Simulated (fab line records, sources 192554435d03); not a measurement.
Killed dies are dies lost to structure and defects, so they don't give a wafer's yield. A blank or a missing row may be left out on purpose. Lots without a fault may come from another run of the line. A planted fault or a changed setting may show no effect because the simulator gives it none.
Chamber matching | flow n5_finfet | N5_BEOL_M1_PRE_CLEAN_60 on cvd_co-02: 3 sister chambers
The step time 15 s. 3 wafers are shown with their chamber, then 12 later ones without.

WAFERS WITH THEIR CHAMBER
wafer  | chamber | heater_power_w (W)
L092.3 | 1       | 151
L092.5 | 2       | 75
L092.6 | 0       | 97

WAFERS WITHOUT THEIR CHAMBER
wafer  | heater_power_w (W)
L094.1 | 76
L094.5 | 149
L094.6 | 78
L093.2 | 98
L093.4 | 151
L093.6 | 78
L095.2 | 149
L095.4 | 153
L095.6 | 96
L097.2 | 98
L097.3 | 76
L097.5 | 155

WHICH CHAMBER EACH WENT THROUGH
wafer  | from the rows above | in truth
L094.1 | 2                   | 2
L094.5 | 1                   | 1
L094.6 | 2                   | 2
L093.2 | 0                   | 0
L093.4 | 1                   | 1
L093.6 | 2                   | 2
L095.2 | 1                   | 1
L095.4 | 1                   | 1
L095.6 | 0                   | 0
L097.2 | 0                   | 0
L097.3 | 2                   | 2
L097.5 | 1                   | 1
Placed correctly: 12 of 12. Can't be placed from these rows: 0. Placed wrongly: 0.
How it was worked out, from the rows above alone: a wafer's distance from a chamber is the root of the sum, over the readings, of the square of ((its reading less the chamber's mean) divided by the reading's scatter). The wafer belongs to the nearest chamber; if the next one is less than 2 further off, it can't be placed. A chamber's mean is the mean of its shown wafers. The scatter: with one shown wafer a chamber, the root of the mean of the squares of how far each hidden wafer lies from its nearest shown one.
